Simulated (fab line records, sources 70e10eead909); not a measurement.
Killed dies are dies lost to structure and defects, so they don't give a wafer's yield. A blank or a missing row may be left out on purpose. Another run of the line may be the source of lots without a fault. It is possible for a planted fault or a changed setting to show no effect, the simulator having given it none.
The tool behind it: which one? | flow nandHarc | 13 lots, 39 wafers sampled, at 3 steps of a route of 1302

== WHAT EACH GAUGE READ, for each wafer ==
NHARC_P_START_INSPECT_01. Usual: 3.7 for rawDefectCount, sd 1.9.
lot  | measured     | on               | rawDefectCount | flag
L420 | day 2 06:02  | defectInspect-01 | 3 1 3          | 
L421 | day 2 16:02  | defectInspect-02 | 6 3 4          | 
L423 | day 3 12:02  | defectInspect-02 | 2 7 6          | 
L425 | day 4 08:03  | defectInspect-01 | 7 4 3          | 
L432 | day 7 06:02  | defectInspect-02 | 4 3 3          | 
L433 | day 7 16:02  | defectInspect-02 | 1 1 3          | 
L435 | day 8 12:02  | defectInspect-02 | 7 2 5          | 
L436 | day 8 22:02  | defectInspect-02 | 2 1 1          | 
L437 | day 9 08:02  | defectInspect-01 | 2 3 3          | 
L439 | day 10 04:02 | defectInspect-02 | 5 1 2          | 
L440 | day 10 14:03 | defectInspect-01 | 2 5 11         | 
L441 | day 11 00:02 | defectInspect-01 | 3 2 4          | 
L442 | day 11 10:02 | defectInspect-01 | 5 1 1          | 

NHARC_P_ZERO_WELL_CD_MEAS_24: target cd 720 nm. Usual: 719.7 nm for cdNm, sd 1.8.
lot  | measured     | on       | cdNm (nm)         | flag
L420 | day 2 08:37  | cdSem-03 | 723.3 720.5 721.4 | 
L421 | day 2 18:34  | cdSem-01 | 718.8 720.3 718.7 | 
L423 | day 3 14:30  | cdSem-03 | 706.5 707.0 707.7 | OFF
L425 | day 4 10:41  | cdSem-03 | 720.3 719.0 719.0 | 
L432 | day 7 08:27  | cdSem-01 | 719.7 718.4 720.3 | 
L433 | day 7 18:29  | cdSem-02 | 717.5 719.5 718.1 | 
L435 | day 8 14:41  | cdSem-01 | 720.1 720.0 721.1 | 
L436 | day 9 00:34  | cdSem-01 | 718.2 718.3 722.2 | 
L437 | day 9 10:37  | cdSem-01 | 718.9 719.1 717.4 | 
L439 | day 10 06:28 | cdSem-03 | 718.8 718.9 720.2 | 
L440 | day 10 16:35 | cdSem-02 | 718.6 720.2 718.5 | 
L441 | day 11 02:28 | cdSem-03 | 724.0 722.2 722.7 | 
L442 | day 11 12:28 | cdSem-03 | 719.6 715.5 719.3 | 

== EACH LOT AND THE TOOL THAT RAN IT (in order: tool; ch and the chambers of the sampled wafers; start) ==
lot  | NHARC_P_ZERO_WELL_EXPOSE_21
L420 | krfScanner-03 ch 0, day 2 08:28
L421 | krfScanner-03 ch 0, day 2 18:25
L423 | krfScanner-03 ch 0, day 3 14:21
L425 | krfScanner-01 ch 0, day 4 10:32
L432 | krfScanner-03 ch 0, day 7 08:17
L433 | krfScanner-03 ch 0, day 7 18:20
L435 | krfScanner-01 ch 0, day 8 14:32
L436 | krfScanner-03 ch 0, day 9 00:25
L437 | krfScanner-04 ch 0, day 9 10:28
L439 | krfScanner-03 ch 0, day 10 06:19
L440 | krfScanner-03 ch 0, day 10 16:26
L441 | krfScanner-01 ch 0, day 11 02:19
L442 | krfScanner-01 ch 0, day 11 12:19
- NHARC_P_ZERO_WELL_EXPOSE_21: exposes mask P NWELL, target cd 720 nm.

== AS READ BY THE TOOLS THEMSELVES (means over the sampled wafers that have a number; for cases with no such wafer, the mark the record gives instead) ==
The record holds no such reading with a usual standard deviation.

== THE ANSWER, worked out from the rows above alone ==
Rule: take the mean of a lot's wafers that have a number; if it is more than 3 standard deviations from the usual mean, the lot is off. Also off: a lot with no number at a reading for which 4 or more lots have one. Where the step has rows for the other lots, those lots are counted as sound. Order of review: gauges by route order, followed by the tools' own readings, for which a lot's mean as printed above is used. At the first step where some lot is off, the reading lying furthest off is the one used; lots without a number count as furthest.
Off at NHARC_P_ZERO_WELL_CD_MEAS_24 (cdNm): L423.
If a tool, at a process step before that reading, ran all the lots that are off and no sound lot after the first of them, it fits. Gauges at NHARC_P_ZERO_WELL_CD_MEAS_24: tried the same way as those tools. Of those tried, none fits.

== WHAT WAS PUT IN BY THE SIMULATOR ==
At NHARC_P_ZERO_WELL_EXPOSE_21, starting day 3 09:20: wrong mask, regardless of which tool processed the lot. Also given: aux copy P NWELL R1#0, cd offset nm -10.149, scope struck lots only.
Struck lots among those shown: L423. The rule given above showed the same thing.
